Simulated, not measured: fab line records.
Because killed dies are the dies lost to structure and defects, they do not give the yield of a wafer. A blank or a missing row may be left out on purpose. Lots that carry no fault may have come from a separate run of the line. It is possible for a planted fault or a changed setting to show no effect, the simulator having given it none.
Matching of chambers	flow n5-finfet	N5_FIN_CUT_CUT_ETCH_15 on rie-si-05 has 4 sister chambers
The step etches Si in HBr/Cl2/O2, target depth 100 nm, bt time 10 s, time 42.4 s. 4 wafers are shown with their chamber, then 9 later ones without.

## WAFERS, EACH WITH ITS CHAMBER
wafer	chamber	throttle-valve-pct (%)
L091.3	0	37.28
L091.5	2	36.86
L092.3	1	37.14
L092.6	3	37.24

## WAFERS WITHOUT THEIR CHAMBER
wafer	throttle-valve-pct (%)
L093.3	37.27
L093.5	37.25
L093.6	36.86
L094.2	37.24
L094.3	37.16
L094.6	37.15
L097.3	37.26
L097.5	37.24
L097.6	37.31

## WHICH CHAMBER EACH ONE RAN IN
wafer	from the rows above	in truth
L093.3	can't be placed: 0 or 3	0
L093.5	can't be placed: 3 or 0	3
L093.6	2	2
L094.2	3	3
L094.3	1	1
L094.6	1	1
L097.3	can't be placed: 3 or 0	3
L097.5	3	3
L097.6	0	0
Correctly placed: 6 of 9. These rows do not allow placing 3 (true chamber among the candidates in 3). 0 placed wrongly.
How it was worked out, from the rows above alone: a wafer's distance from a chamber is the root of the sum, over the readings, of the square of ((its reading less the chamber's mean) divided by the reading's scatter). If the next closest chamber is less than 2 further off than the closest, the wafer can't be placed; otherwise it belongs to the closest. The mean given for a chamber averages the wafers shown for that chamber. The scatter: root of mean squared gap, hidden wafer to nearest shown wafer, with one shown wafer a chamber.
